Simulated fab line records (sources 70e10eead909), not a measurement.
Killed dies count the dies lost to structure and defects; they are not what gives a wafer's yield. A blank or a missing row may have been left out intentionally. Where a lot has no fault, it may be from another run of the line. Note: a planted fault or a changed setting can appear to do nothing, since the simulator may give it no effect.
fab line records -- flow nandHarc
record: lots: 6, wafers: 18, lastDay: 31
route steps=1302 shown A_WL_FILL@982 A_CONTACT@983
lots with no fault: from the same line, run without faults
startH: hours from the record's first day to the start of the lot's first wafer shown -- waitH: hours elapsed since this lot's preceding step -- " unchanged from the row above -- L1.1+2: a single row standing in for several wafers -- - no value present, or no start provided -- * or withheld: withheld -- < > ~ a bound
route shown NAME@n: a module of which the file shows steps, and the number in the route of the first -- usual: mean/standard deviation of fault-free wafers -- same: alike in all rows -- chamber/n: place in a boat -- sites: readings site by site -- _std_site: the standard deviation of these -- _edge_site: mean of outer sites minus mean of inner sites -- radiusMm: how far each site lies from the wafer's centre -- mask NAME#n: copy n -- behind: tool/chamber where the wafer was last shaped -- hold: cause of the lot's hold/its duration in hours/its outcome -- device: transistor that didn't switch, given as n, p or np -- end of line: at the end of the route, the tests of the same wafers -- a step given without rows: its recipe and nothing more -- killed: the dies lost at the first sort to structure and to defects; this is not the yield of the wafer -- map: a wafer's dies, x killed, . not, _ none there
set.NAME: the setting as run; set.NAME@STEP: as run at that earlier step -- model.NAME: the simulator's own value behind a step, which no gauge read
lots seen at some steps along the route; tables by step, rows by wafer
services: a tool's chamber out of use, with start hour (startH, from the record's first day; less than 0 if before it), hours out, and reason
== steps ==
step: NHARC_A_WL_FILL_INSPECT_15
usual: rawDefectCount: 463/110
lot.wafer,tool,chamber,startH,waitH,rawDefectCount
L659.1,defectInspect-01,-,506.62,0.0,592
L659.3,defectInspect-01,-,506.62,0.0,481
L659.6,defectInspect-01,-,506.62,0.0,410
L660.2,defectInspect-01,-,520.15,0.0,503
L660.4,defectInspect-01,-,520.15,0.0,557
L660.5,defectInspect-01,-,520.15,0.0,606
L665.3,defectInspect-01,-,571.81,0.0,403
L665.4,defectInspect-01,-,571.81,0.0,402
L665.5,defectInspect-01,-,571.81,0.0,550
L666.1,defectInspect-01,-,581.92,0.0,406
L666.2,defectInspect-01,-,581.92,0.0,487
L666.6,defectInspect-01,-,581.92,0.0,372
L674.3,defectInspect-01,-,634.00,0.0,331
L674.4,defectInspect-01,-,634.00,0.0,384
L674.6,defectInspect-01,-,634.00,0.0,380
L676.2,defectInspect-01,-,669.33,0.0,422
L676.4,defectInspect-01,-,669.33,0.0,355
L676.5,defectInspect-01,-,669.33,0.0,549
step: NHARC_A_CONTACT_DEP_24
recipe: targetThkA: 5000, tempC: 400, pressureTorr: 6.5, rfW: 900, teosFlowSccm: 161.4, flowSccm: 2650, targetThkNm: 500, gas: O2, material: SiO2
usual: heaterPowerW: 583/120, showerheadVppV: 1885/91, throttleValvePct: 15.9/0.42
lot.wafer,tool,chamber,startH,waitH,heaterPowerW,showerheadVppV,throttleValvePct
L659.1,pecvd-02,1,506.69,0.1,580,1821,15.7
L659.3,pecvd-02,1,506.69,0.1,607,1819,16.0
L659.6,pecvd-02,1,506.69,0.1,636,1822,15.7
L660.2,pecvd-02,1,520.34,0.2,640,1840,16.0
L660.5,pecvd-02,2,520.34,0.2,656,1964,15.1
L660.4,pecvd-02,0,520.34,0.2,454,1800,15.8
L665.3,pecvd-03,2,571.88,0.1,624,1867,15.7
L665.4,pecvd-03,0,571.88,0.1,519,1826,16.0
L665.5,pecvd-03,1,571.88,0.1,574,1731,16.7
L666.1,pecvd-01,2,581.99,0.1,628,2012,15.6
L666.2,pecvd-01,0,581.99,0.1,422,2001,15.9
L666.6,pecvd-01,2,581.99,0.1,641,2027,15.9
L674.3,pecvd-03,2,634.07,0.1,566,1878,15.6
L674.4,pecvd-03,2,634.07,0.1,588,1861,15.7
L674.6,pecvd-03,1,634.07,0.1,514,1743,16.5
L676.2,pecvd-03,0,669.40,0.1,526,1863,16.1
L676.4,pecvd-03,2,669.40,0.1,463,1841,15.8
L676.5,pecvd-03,2,669.40,0.1,522,1838,15.6
step: NHARC_A_CONTACT_DEP_28
recipe: targetThkA: 70000, tempC: 400, material: aC
usual: throttleValvePct: 35.000/0.0081
lot.wafer,tool,chamber,startH,waitH,throttleValvePct
L659.1,aclDep-02,0,507.56,0.1,35.012
L659.3,aclDep-02,0,508.95,1.5,35.009
L659.6,aclDep-02,0,511.03,3.6,34.995
L660.2,aclDep-03,0,521.70,0.9,35.004
L660.4,aclDep-03,0,523.11,2.3,35.004
L660.5,aclDep-03,0,523.11,2.3,35.012
L665.3,aclDep-01,0,574.69,2.3,35.005
L665.4,aclDep-01,0,574.69,2.3,35.002
L665.5,aclDep-01,0,574.69,2.3,34.996
L666.1,aclDep-02,0,583.11,0.6,34.999
L666.2,aclDep-02,0,583.11,0.6,34.992
L666.6,aclDep-02,0,586.66,4.1,34.992
L674.3,aclDep-01,0,636.14,1.5,34.998
L674.4,aclDep-01,0,636.14,1.5,35.009
L674.6,aclDep-01,0,638.27,3.6,34.997
L676.2,aclDep-02,0,672.39,2.2,35.002
L676.4,aclDep-02,0,673.81,3.7,35.000
L676.5,aclDep-02,0,673.81,3.7,35.002
step: NHARC_A_CONTACT_DEP_29
recipe: targetThkA: 1000, targetThkNm: 100, tempC: 400, pressureTorr: 3.5, flowSccm: 200, rfW: 350, material: SiON
usual: heaterPowerW: 780/110, showerheadVppV: 1173/58
lot.wafer,tool,chamber,startH,waitH,heaterPowerW,showerheadVppV
L659.3,pecvd-02,0,511.75,2.1,686,1128
L659.1,pecvd-02,1,511.75,2.1,763,1153
L659.6,pecvd-02,2,511.75,2.1,829,1260
L660.2,pecvd-03,1,525.30,2.9,824,1074
L660.4,pecvd-03,2,525.30,2.9,814,1163
L660.5,pecvd-03,1,525.30,2.9,845,1084
L665.3,pecvd-02,1,577.61,2.2,755,1133
L665.4,pecvd-02,2,577.61,2.2,895,1237
L665.5,pecvd-02,1,577.61,2.2,769,1145
L666.2,pecvd-01,1,587.40,2.9,995,1126
L666.1,pecvd-01,0,587.40,2.9,594,1247
L666.6,pecvd-01,2,587.40,2.9,758,1257
L674.3,pecvd-03,0,639.11,2.3,775,1168
L674.4,pecvd-03,2,639.11,2.3,803,1145
L674.6,pecvd-03,2,639.11,2.3,813,1145
L676.2,pecvd-02,2,676.02,2.9,946,1256
L676.4,pecvd-02,0,676.02,2.9,703,1114
L676.5,pecvd-02,1,676.02,2.9,858,1125
step: NHARC_A_CONTACT_DEHYDRATE_32
recipe: tempC: 150, timeS: 120
step: NHARC_A_CONTACT_HMDS_33
recipe: timeS: 30
step: NHARC_A_CONTACT_COAT_34
recipe: tempC: 260, timeS: 75
step: NHARC_A_CONTACT_COAT_35
recipe: tempC: 225, timeS: 65
step: NHARC_A_CONTACT_COAT_36
recipe: spinRpm: 1500, resistThkNm: 90
step: NHARC_A_CONTACT_SOFTBAKE_37
recipe: tempC: 105, timeS: 55
step: NHARC_A_CONTACT_EBR_38
step: NHARC_A_CONTACT_EXPOSE_39
recipe: na: 1.35, sigmaOuter: 0.8, doseMj: 58.79, maskId: A_CC_3
usual: exposureDoseMJCm2: 58.76/0.063, focusOffsetNm: 0.0/0.49, na: 1.35/0
lot.wafer,tool,chamber,startH,waitH,mask,exposureDoseMJCm2,focusOffsetNm,na
L659.1,arfiScanner-01,0,512.21,-,A_CC_3#0,58.80,1.1,1.35
L659.3,arfiScanner-01,0,512.21,-,A_CC_3#0,58.83,0.0,1.35
L659.6,arfiScanner-01,0,512.21,-,A_CC_3#0,58.80,-0.1,1.35
L660.2,arfiScanner-02,0,525.93,-,A_CC_3#0,58.76,-0.6,1.35
L660.4,arfiScanner-02,0,525.93,-,A_CC_3#0,58.66,0.3,1.35
L660.5,arfiScanner-02,0,525.93,-,A_CC_3#0,58.65,0.2,1.35
L665.3,arfiScanner-01,-,578.15,-,A_CC_3#0,-,-,-
L665.4,arfiScanner-01,-,578.15,-,A_CC_3#0,-,-,-
L665.5,arfiScanner-01,-,578.15,-,A_CC_3#0,-,-,-
L666.1,arfiScanner-02,-,587.98,-,A_CC_3#0,-,-,-
L666.2,arfiScanner-02,-,587.98,-,A_CC_3#0,-,-,-
L666.6,arfiScanner-02,-,587.98,-,A_CC_3#0,-,-,-
L674.3,arfiScanner-03,0,639.70,-,A_CC_3#0,58.78,-0.8,1.35
L674.4,arfiScanner-03,0,639.70,-,A_CC_3#0,58.78,-0.4,1.35
L674.6,arfiScanner-03,0,639.70,-,A_CC_3#0,58.77,0.1,1.35
L676.2,arfiScanner-03,0,676.55,-,A_CC_3#0,58.74,0.2,1.35
L676.4,arfiScanner-03,0,676.55,-,A_CC_3#0,58.76,0.5,1.35
L676.5,arfiScanner-03,0,676.55,-,A_CC_3#0,58.72,-0.2,1.35
step: NHARC_A_CONTACT_PEB_40
recipe: pebTempC: 100, pebTimeS: 65
== services ==
tool,chamber,startH,hours,kind
arfiScanner-02,-,484.00,4.0,pm
pecvd-01,-,492.10,13.0,pm
pecvd-02,0,497.06,12.6,repair
arfiScanner-03,-,506.68,0.8,repair
arfiScanner-02,-,523.87,1.1,repair
pecvd-02,-,535.39,1.4,repair
arfiScanner-03,-,540.02,4.0,pm
pecvd-03,-,547.09,13.0,pm
arfiScanner-03,-,550.21,5.0,repair
aclDep-01,-,554.06,13.0,pm
arfiScanner-02,-,567.14,0.6,repair
pecvd-01,2,568.58,2.3,repair
pecvd-02,-,571.25,1.3,repair
pecvd-02,-,589.12,13.0,pm
arfiScanner-01,-,596.05,4.0,pm
pecvd-03,2,610.59,5.0,repair
aclDep-02,-,611.35,13.0,pm
arfiScanner-01,-,632.47,2.4,repair
arfiScanner-02,-,637.74,1.7,repair
pecvd-03,1,638.90,6.7,repair
arfiScanner-01,-,645.13,1.5,repair
arfiScanner-03,-,647.33,0.8,repair
arfiScanner-02,-,656.00,4.0,pm
pecvd-03,1,668.18,3.3,repair
== key ==
firstSign: step: NHARC_A_CONTACT_EXPOSE_39, reading: toolRecord, direction: missing
effect none on later readings
metAt NHARC_A_CONTACT_EXPOSE_39
struckWafers L665.3,L665.4,L665.5,L666.1,L666.2,L666.6
laterRowsLeftOut L665.3,L665.4,L665.5,L666.1,L666.2,L666.6
sortLeftOut L665.3,L665.4,L665.5,L666.1,L666.2,L666.6
testerLeftOut L665,L666
onsetBetween 525.93 578.15
fault: kind: skippedStepWhole, tool: arfiScanner-01,arfiScanner-02, chamber: -, onsetH: 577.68, steps: NHARC_A_CONTACT_EXPOSE_39, scope: struckLotsOnly
testerLeftOut: of these lots the tester's yield and bins aren't shown, on N5 and GAA mostly nor the transistor test; their killed dies are dies lost to structure and defects alone, not to doping, threshold or leakage, so they don't give the yield
sortLeftOut: the simulated sort isn't trusted on such a fault, so these wafers' sort isn't shown, and their yield isn't known
laterRowsLeftOut: the simulator's readings of these wafers behind a module that went badly wrong aren't trusted and aren't shown, but for the sort
